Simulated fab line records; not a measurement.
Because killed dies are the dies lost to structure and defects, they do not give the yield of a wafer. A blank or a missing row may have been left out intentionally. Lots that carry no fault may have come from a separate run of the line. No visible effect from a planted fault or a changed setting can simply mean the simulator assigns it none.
fab line records	flow nand-harc
[record] lots = 13	wafers = 36	last-day = 24
route steps=1159 shown A_WL_FILL@832 A_CONTACT@858
lots that met no fault: taken from a fault-free run of the same line
start-h: hours from the record's first day to the start of the lot's first wafer shown	wait-h: hours elapsed since this lot's preceding step	" the same as in the row above	L1.1+2: one row covering several wafers at once	- either no value or no given start	* or withheld: withheld	< > ~ a bound
route shown NAME@n: names a module that has steps shown in the file, with the first one's number in the route	usual: mean/standard deviation of fault-free wafers	same: alike in all rows	chamber/n: place in a boat	sites: the reading at each site	_std_site: standard deviation across them	_edge_site: the outer-site mean with the inner-site mean subtracted	radius-mm: for every site, how far away it sits from the centre of the wafer	mask NAME#n: copy n	behind: the last tool/chamber to shape the wafer	hold: what put the lot on hold/how long, in hours/how the hold closed	device: which transistor (n, p or np) failed to switch	end of line: the route-end tests of the same wafers	a step with no rows: only its recipe	killed: count of dies lost to structure and defects at first sort (not the wafer's yield)	map: a wafer's dies, x killed, . not, _ none there
set.NAME: the setting the step ran with; set.NAME@STEP: the setting that earlier step ran with	model.NAME: the simulator's own value behind a step, which no gauge read
steps of the route over a sample of lots; a table a step, a row a wafer
services: when a tool's chamber went out of use (start-h, in hours from the record's first day, below 0 if earlier), for how many hours, and the reason
[[steps]]
[step NHARC_A_WL_FILL_ALD_19]
[recipe] target-thk-a = 20	pulse-time-s = 3	ald-cycles = 100	temp-c = 450	material = TiN
[usual] heater-power-w = 1095/190	precursor-pulse-height-rel = 0.999/0.02
lot.wafer	tool	chamber	start-h	wait-h	heater-power-w	precursor-pulse-height-rel
L453.4	ald-metal-02	2	356.65	0.1	895	1.007
L453.2	"	3	"	"	1011	1.051
L453.1	"	0	"	"	1056	0.980
L457.1	ald-metal-04	3	370.66	0.1	1065	0.986
L457.4	"	1	"	"	961	0.992
L457.5	"	0	"	"	1064	0.936
L454.3	ald-metal-01	2	370.66	0.1	847	1.008
L454.4	"	0	"	"	962	1.018
L454.5	"	3	"	"	1262	1.012
L455.2	ald-metal-01	0	370.78	0.2	1015	1.007
L455.4	"	2	"	"	860	0.975
L455.3	"	3	"	"	1228	0.985
L458.3	ald-metal-01	1	382.50	0.1	1151	0.994
L458.5	"	0	"	"	980	1.036
L458.6	"	1	"	"	1142	0.970
L461.1	ald-metal-02	2	412.05	0.1	955	0.989
L461.2	"	3	"	"	990	1.014
L461.5	"	3	"	"	1012	0.980
L460.2	ald-metal-01	0	412.06	0.1	1010	1.028
L460.3	"	1	"	"	1154	1.024
L460.6	"	0	"	"	993	1.016
L463.3	ald-metal-01	0	437.53	0.1	1025	0.992
L463.1	"	1	"	"	1169	0.984
L463.4	"	2	"	"	845	1.008
L462.2	ald-metal-02	3	437.57	0.1	987	0.983
L462.1	"	0	"	"	1080	0.996
L462.5	"	1	"	"	1641	1.018
L470.4	ald-metal-04	0	452.23	0.1	1053	1.020
L470.2	"	2	"	"	1285	1.033
L467.4	ald-metal-01	2	452.26	0.1	864	1.013
L467.2	"	3	"	"	1239	1.005
L469.3	ald-metal-01	0	457.42	0.2	998	0.977
L469.4	"	1	"	"	1146	1.031
L473.1	ald-metal-02	1	489.52	0.1	1610	1.043
L473.4	"	2	"	"	963	1.009
L473.6	"	1	"	"	1623	1.046
[step NHARC_A_CONTACT_ETCH_48]
[recipe] target-depth-a = 390	over-etch-frac = 0.3	time-s = 65	ion-energy-ev = 80	cf4-flow-sccm = 150	ar-flow-sccm = 0	rf-w = 300	bias-w = 100	chemistry = CF4
[usual] drypump-motor-current-A = 5.7/0.47	oes-product-au = 1.001/0.011	rf-vpp-V = 151.4/1.3	run-length-s = 86.4/0.42	showerhead-plenum-p-Torr = 1.78/0.073	throttle-valve-pct = 13.283/0.0092
lot.wafer	tool	chamber	start-h	wait-h	drypump-motor-current-A	oes-product-au	rf-hours-counter-h	rf-vpp-V	run-length-s	showerhead-plenum-p-Torr	throttle-valve-pct
L453.1	rie-diel-07	3	369.48	0.1	6.8	1.005	29	153.9	87.2	1.85	13.278
L453.4	"	0	"	"	5.7	1.006	27	149.3	86.5	1.67	13.275
L453.2	"	2	"	"	5.5	1.005	28	150.2	86.0	1.71	13.277
L457.4	rie-diel-07	2	380.38	0.1	5.5	1.001	30	150.5	86.2	1.71	13.277
L457.1	"	0	"	"	5.7	0.989	29	150.0	86.6	1.67	13.281
L457.5	"	1	"	"	5.4	0.991	-	152.1	85.9	1.86	13.275
L454.4	rie-diel-01	2	380.69	0.1	5.6	0.990	20	150.3	86.8	1.74	13.278
L454.3	"	3	"	"	5.1	1.005	22	151.8	87.3	1.80	13.278
L454.5	"	1	"	"	5.6	1.022	-	151.5	86.1	1.77	13.280
L455.2	rie-diel-08	3	384.92	0.1	6.0	0.993	29	152.8	86.2	1.81	13.293
L455.4	"	0	"	"	5.5	0.997	31	152.4	86.4	1.79	13.273
L455.3	"	1	"	"	5.2	1.012	32	150.0	86.0	1.72	13.287
L458.3	rie-diel-01	0	396.15	0.1	6.0	0.990	27	153.5	86.6	1.88	13.275
L458.5	"	1	"	"	5.6	1.020	-	151.7	86.5	1.76	13.285
L458.6	"	2	"	"	5.6	0.984	-	151.7	86.1	1.74	13.284
L460.2	rie-diel-07	2	423.47	0.3	5.5	1.005	2	149.7	86.6	1.71	13.284
L460.3	"	3	"	"	6.8	0.989	2	151.6	86.8	1.85	13.281
L460.6	"	1	"	"	5.4	0.991	-	153.1	86.2	1.86	13.278
L461.2	rie-diel-08	2	423.87	0.1	5.6	0.987	47	153.5	86.7	1.89	13.291
L461.1	"	3	"	"	6.0	0.995	44	152.8	86.1	1.81	13.280
L461.5	"	2	"	"	5.6	1.005	-	153.1	87.1	1.89	13.289
L463.3	rie-diel-01	2	448.19	0.1	5.5	0.987	44	151.0	86.3	1.74	13.280
L463.4	"	3	"	"	5.0	0.995	46	151.8	87.0	1.79	13.289
L463.1	"	0	"	"	6.1	0.993	47	152.8	87.1	1.88	13.282
L462.2	rie-diel-07	3	450.54	0.1	6.8	1.003	6	151.0	86.7	1.84	13.268
L462.1	"	1	"	"	5.4	0.992	5	151.3	86.4	1.86	13.303
L462.5	"	2	"	"	5.5	1.003	-	150.9	86.3	1.71	13.290
L470.2	rie-diel-07	3	461.97	0.1	6.8	1.001	9	151.2	82.8	1.84	13.286
L470.4	"	2	"	"	5.5	1.014	8	151.6	85.9	1.71	13.281
L467.2	rie-diel-07	0	467.24	0.1	5.7	1.013	9	151.0	82.5	1.67	13.274
L467.4	"	1	"	"	5.4	0.983	8	151.8	85.8	1.86	13.270
L469.4	rie-diel-07	3	473.46	0.1	6.7	1.001	12	152.5	86.6	1.84	13.295
L469.3	"	2	"	"	5.5	1.023	10	149.8	82.1	1.71	13.285
L473.4	rie-diel-08	3	505.52	0.1	6.0	1.009	9	150.7	86.1	1.80	13.289
L473.1	"	0	"	"	5.5	0.992	8	152.3	86.6	1.78	13.292
L473.6	"	1	"	"	5.2	1.018	-	150.0	85.8	1.71	13.279
[step NHARC_A_CONTACT_ETCH_49]
[recipe] target-depth-a = 2600	over-etch-frac = 0.3	time-s = 475.3	ion-energy-ev = 200	n2-flow-sccm = 150	h2-flow-sccm = 150	ar-flow-sccm = 0	rf-w = 400	bias-w = 150	chemistry = N2/H2
[usual] drypump-motor-current-A = 5.7/0.47	h2-flow-sccm = 150.0/0.39	oes-product-au = 1.000/0.011	rf-vpp-V = 431.1/2.6	run-length-s = 496.8/0.43	showerhead-plenum-p-Torr = 2.06/0.092	throttle-valve-pct = 14.172/0.0087
lot.wafer	tool	chamber	start-h	wait-h	drypump-motor-current-A	h2-flow-sccm	oes-product-au	rf-hours-counter-h	rf-vpp-V	run-length-s	showerhead-plenum-p-Torr	throttle-valve-pct
L453.4	rie-diel-07	1	-	-	5.4	150.2	1.013	26	433.7	496.2	2.16	14.173
L453.1	"	2	"	"	5.5	149.1	1.003	28	428.3	496.1	1.97	14.163
L453.2	"	3	"	"	6.8	150.6	1.017	29	432.6	497.4	2.14	14.169
L457.1	rie-diel-07	1	-	-	5.4	149.2	1.003	27	434.3	496.6	2.16	14.164
L457.4	"	2	"	"	5.5	150.1	1.000	30	428.4	496.2	1.97	14.185
L457.5	"	1	"	"	5.4	149.4	0.995	-	434.0	496.8	2.16	14.175
L454.3	rie-diel-01	0	-	-	6.0	149.8	0.990	20	433.9	497.5	2.19	14.168
L454.4	"	1	"	"	5.6	149.9	1.015	21	430.2	496.9	2.04	14.157
L454.5	"	3	"	"	5.1	149.8	1.003	-	430.6	497.4	2.08	14.162
L455.3	rie-diel-08	3	-	-	6.0	149.7	0.985	31	431.5	496.6	2.09	14.165
L455.4	"	1	"	"	5.2	150.0	0.996	33	428.3	496.2	1.98	14.165
L455.2	"	2	"	"	5.6	149.9	0.997	32	434.0	496.9	2.21	14.160
L458.3	rie-diel-01	3	-	-	5.0	149.8	0.998	29	432.1	497.2	2.08	14.167
L458.6	"	3	"	"	5.0	150.0	0.995	-	431.5	497.4	2.08	14.183
L458.5	"	0	"	"	6.0	149.3	0.992	-	434.1	497.4	2.19	14.173
L460.3	rie-diel-07	3	-	-	6.8	150.4	1.011	2	432.8	497.0	2.14	14.166
L460.2	"	2	"	"	5.5	150.3	1.012	2	430.3	496.2	1.96	14.177
L460.6	"	0	"	"	5.7	149.9	1.012	-	428.3	496.6	1.92	14.174
L461.1	rie-diel-08	0	-	-	5.5	150.1	0.994	46	432.1	496.6	2.07	14.163
L461.2	"	2	"	"	5.6	149.5	0.990	48	434.2	497.6	2.20	14.167
L461.5	"	0	"	"	5.5	150.4	0.998	-	432.4	496.4	2.07	14.171
L463.3	rie-diel-01	1	-	-	5.6	150.4	0.997	48	429.9	496.5	2.03	14.175
L463.4	"	2	"	"	5.5	150.4	0.983	44	428.7	496.4	2.00	14.175
L463.1	"	0	"	"	6.0	150.3	0.989	47	433.8	496.9	2.18	14.181
L462.2	rie-diel-07	0	-	-	5.7	149.4	1.007	5	427.9	496.5	1.92	14.167
L462.1	"	1	"	"	5.4	149.8	0.993	5	433.0	496.3	2.16	14.171
L462.5	"	0	"	"	5.7	149.9	1.003	-	426.8	496.9	1.92	14.177
L470.4	rie-diel-07	2	-	-	5.5	150.5	1.012	8	427.7	496.2	1.96	14.168
L470.2	"	1	"	"	5.4	150.0	0.990	7	433.9	496.3	2.16	14.172
L467.4	rie-diel-07	2	-	-	5.5	149.7	1.014	9	428.9	496.6	1.96	14.177
L467.2	"	3	"	"	6.8	149.9	1.002	10	433.3	496.9	2.13	14.175
L469.4	rie-diel-07	1	-	-	5.4	149.8	0.989	9	432.8	496.4	2.16	14.168
L469.3	"	2	"	"	5.5	150.4	1.016	10	428.8	496.1	1.96	14.151
L473.1	rie-diel-08	0	-	-	5.5	149.8	0.994	8	430.8	497.2	2.06	14.189
L473.4	"	1	"	"	5.2	150.1	1.010	9	427.2	496.4	1.96	14.167
L473.6	"	3	"	"	6.0	149.8	1.004	-	432.1	496.7	2.08	14.172
[step NHARC_A_CONTACT_ETCH_117]
[recipe] source-w = withheld	pressure-mtorr = 20	bias-v = 3000	time-s = 94	target-depth-a = 9220	ar-flow-sccm = withheld	c4f8-flow-sccm = withheld	o2-flow-sccm = withheld	chemistry = C4F8/O2/Ar
[usual] run-length-s = 94/0
lot.wafer	tool	chamber	start-h	wait-h	rf-hours-counter-h	run-length-s
L453.2	har-cap-etch-02	0	371.30	0.1	8	94
L453.1	"	1	"	"	8	94
L453.4	"	0	"	"	-	94
L457.1	har-cap-etch-02	1	382.21	0.1	11	94
L457.4	"	1	"	"	-	94
L457.5	"	1	"	"	-	94
L454.3	har-cap-etch-03	1	382.58	0.1	-	94
L454.4	"	0	"	"	-	94
L454.5	"	1	"	"	-	94
L455.2	har-cap-etch-01	0	388.54	0.1	60	94
L455.4	"	0	"	"	-	94
L455.3	"	1	"	"	-	94
L458.3	har-cap-etch-02	1	398.52	0.1	-	94
L458.5	"	0	"	"	-	94
L458.6	"	1	"	"	-	94
L460.2	har-cap-etch-02	0	425.44	0.1	18	94
L460.3	"	1	"	"	-	94
L460.6	"	0	"	"	-	94
L461.2	har-cap-etch-03	0	425.80	0.1	90	94
L461.1	"	1	"	"	90	94
L461.5	"	1	"	"	-	94
L463.1	har-cap-etch-02	1	450.05	0.1	22	94
L463.3	"	0	"	"	-	94
L463.4	"	1	"	"	-	94
L462.1	har-cap-etch-01	0	452.36	0.1	69	94
L462.2	"	1	"	"	69	94
L462.5	"	0	"	"	-	94
L470.2	har-cap-etch-03	0	464.03	0.1	96	94
L470.4	"	1	"	"	-	94
L467.2	har-cap-etch-02	0	469.06	0.1	26	94
L467.4	"	0	"	"	-	94
L469.4	har-cap-etch-01	0	475.31	0.1	-	94
L469.3	"	1	"	"	-	94
L473.1	har-cap-etch-03	1	507.33	0.1	104	94
L473.4	"	1	"	"	-	94
L473.6	"	1	"	"	-	94
[[services]]
tool	chamber	start-h	hours	kind
rie-diel-07	0	335.29	-	clean
rie-diel-07	1	335.29	-	clean
rie-diel-07	2	335.29	-	clean
rie-diel-07	3	335.29	-	clean
rie-diel-01	2	340.21	7.5	repair
rie-diel-07	-	350.15	0.6	repair
rie-diel-07	0	359.87	-	clean
rie-diel-07	1	359.87	-	clean
rie-diel-07	2	359.87	-	clean
rie-diel-07	3	359.87	-	clean
ald-metal-02	-	364.05	10.0	pm
ald-metal-02	-	374.71	1.5	repair
rie-diel-07	3	381.67	14.3	repair
rie-diel-07	0	384.37	-	clean
rie-diel-07	1	384.37	-	clean
rie-diel-07	-	405.20	9.0	pm
ald-metal-04	-	406.00	10.0	pm
ald-metal-01	3	455.91	26.3	repair
ald-metal-01	-	458.00	10.0	pm
ald-metal-01	1	473.92	1.4	repair
rie-diel-08	-	478.86	9.0	pm
rie-diel-01	-	492.38	9.0	pm
ald-metal-04	-	495.96	74.6	repair
ald-metal-01	-	503.27	0.4	repair
[[key]]
[first-sign] step = NHARC_A_CONTACT_ETCH_48	reading = run-length-s	direction = down	sigmas = 9.3	usual = *	struck = *
effect none on later readings
met-at NHARC_A_CONTACT_ETCH_48
struck-lots L467,L469,L470
struck-wafers L467.2,L469.3,L470.2
tester-left-out L467,L469,L470
not-acting-at NHARC_A_WL_FILL_ALD_19,NHARC_A_CONTACT_ETCH_49,NHARC_A_CONTACT_ETCH_117
onset-between 450.54 461.97
[fault] kind = process-parameter-drift	tool = rie-diel-07	chamber = -	onset-h = 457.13	steps = NHARC_A_CONTACT_ETCH_48	channel = time-s	offset = *	shape = step	end-h = 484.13	scope = struck-wafers-only	acts-in = *	stated = *
// tester-left-out: of these lots the tester's yield and bins aren't shown, on N5 and GAA mostly nor the transistor test; their killed dies are dies lost to structure and defects alone, not to doping, threshold or leakage, so they don't give the yield
